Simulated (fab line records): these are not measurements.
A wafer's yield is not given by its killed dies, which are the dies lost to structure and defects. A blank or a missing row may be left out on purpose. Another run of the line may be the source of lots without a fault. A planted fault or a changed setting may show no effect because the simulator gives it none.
A lot that was struck, set against a sound lot / flow nand_harc / 20 steps out of a route of 1302
Sound: wafers L637.3, L637.4, L637.6. Wafers L645.2, L645.4, L645.5 were the ones struck. Last of all comes the cause.
Per side, at each step with rows, come the tool, then ch with its chambers, and then its first start. Under that, the readings that differ: sound wafers / struck wafers / difference of the means / sigmas: that difference in standard deviations of wafers without a fault.
alike: a reading whose means differ by less than 2 such deviations, as well as words and numbers matching on both sides. not compared: withheld readings; readings where some wafer has no value; bounds like >300 that might hide an equal value; numbers whose values overlap and for which the record gives no deviation.
The two part at a step that has a row with sigmas, a row that says differs or no value, or rows on one side only. Non-overlapping numbers with no deviation appear without sigmas and do not part them. Lack of a reading on every wafer of one side parts them only where that side has two or more wafers.

NHARC_P_ZERO_WELL_CD_MEAS_11: the cd target is 500 nm.
  sound on cd_sem-01 ch 0, day 3 03:14; struck on cd_sem-01 ch 0, day 6 11:14
  alike: cd_nm
then, 1 step without rows for these wafers: NHARC_P_ZERO_WELL_HARDBAKE_12 (time 65 s).
NHARC_P_ZERO_WELL_DESCUM_13: chemistry O2, time 3 s.
  sound on rie_diel-13 ch 1,2,3, day 3 03:25; struck on rie_diel-07 ch 0,1,2, day 6 11:24
  alike: drypump_motor_current_A, o2_flow_sccm, oes_product_au, rf_vpp_V, showerhead_plenum_p_Torr, throttle_valve_pct
  not compared: rf_hours_counter_h
NHARC_P_ZERO_WELL_ETCH_65: etches the open film in N2/H2, target depth 80 nm, overetch 24 nm, time 87.88 s.
  sound on rie_diel-13 ch 0,1,2, day 3 03:30; struck on rie_diel-07 ch 1,3, day 6 11:29
  alike: drypump_motor_current_A, oes_product_au, rf_vpp_V, showerhead_plenum_p_Torr, throttle_valve_pct
  not compared: rf_hours_counter_h
NHARC_P_ZERO_WELL_ETCH_62: etches the open film in CHF3/Ar, target depth 13 nm, time 6.5 s.
  sound on rie_diel-13 ch 0,1,3; struck on rie_diel-07 ch 0,2,3
  alike: drypump_motor_current_A, oes_product_au, rf_vpp_V, showerhead_plenum_p_Torr, throttle_valve_pct
  not compared: rf_hours_counter_h
NHARC_P_ZERO_WELL_ETCH_63: etches the open film in HBr/Cl2, target depth 120 nm, time 40.1 s.
  sound on rie_si-04 ch 0,2,3, day 3 03:47; struck on rie_si-02 ch 1,2, day 6 11:39
  alike: drypump_motor_current_A, oes_product_au, throttle_valve_pct
  not compared: rf_hours_counter_h
then, 6 steps without rows for these wafers: NHARC_P_ZERO_WELL_STRIP_15 (strips in SPM, time 900 s); NHARC_P_ZERO_WELL_DEHYDRATE_16 (time 120 s); NHARC_P_ZERO_WELL_HMDS_17 (time 30 s); NHARC_P_ZERO_WELL_COAT_18; NHARC_P_ZERO_WELL_SOFTBAKE_19 (time 95 s); NHARC_P_ZERO_WELL_EBR_20.
NHARC_P_ZERO_WELL_EXPOSE_21: exposes mask P NWELL, target cd 720 nm.
  sound on krf_scanner-01 ch 0, day 3 04:26; struck on krf_scanner-03 ch 0, day 6 12:26
reading=exposure_dose_mJ_cm2; sound=22.330 22.301 22.280; struck=18.772 18.767 18.777; difference=-3.532; sigmas=-99 or more
  alike: mask
then, 2 steps without rows for these wafers: NHARC_P_ZERO_WELL_PEB_22 (peb time 85 s); NHARC_P_ZERO_WELL_DEVELOP_23 (time 70 s).
NHARC_P_ZERO_WELL_CD_MEAS_24: the cd target is 720 nm.
  sound on cd_sem-01 ch 0, day 3 04:35; struck on cd_sem-01 ch 0, day 6 12:36
reading=cd_nm (nm); sound=719.2 721.4 718.2; struck=689.9 689.4 691.6; difference=-29.3; sigmas=-17
then, 1 step without rows for these wafers: NHARC_P_ZERO_WELL_HARDBAKE_25 (time 80 s).
NHARC_P_ZERO_WELL_DESCUM_26: chemistry O2, time 3 s.
  sound on rie_diel-13 ch 0,1,3, day 3 04:46; struck on rie_diel-01 ch 0,1, day 6 12:45
reading=model.P_ZERO_WELL.cd_nm (nm); sound=719.6 721.7 717.7; struck=690.2 690.4 692.7; difference=-28.6; sigmas=
  alike: drypump_motor_current_A, o2_flow_sccm, oes_product_au, rf_vpp_V, showerhead_plenum_p_Torr, throttle_valve_pct
  not compared: rf_hours_counter_h
then, 2 steps without rows for these wafers: NHARC_P_ZERO_WELL_IMPLANT_27; NHARC_END_SORT_01.

## WHERE THEY PART
At NHARC_P_ZERO_WELL_EXPOSE_21 first; at NHARC_P_ZERO_WELL_CD_MEAS_24 last (within this record only). Later steps at which nothing parts them and some readings are alike: NHARC_P_ZERO_WELL_DESCUM_26.

WHY: the cause the simulator had injected
Process parameter drift: krf_scanner-03, from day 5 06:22 on, at NHARC_P_ZERO_WELL_EXPOSE_21. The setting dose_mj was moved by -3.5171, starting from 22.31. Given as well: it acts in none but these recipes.
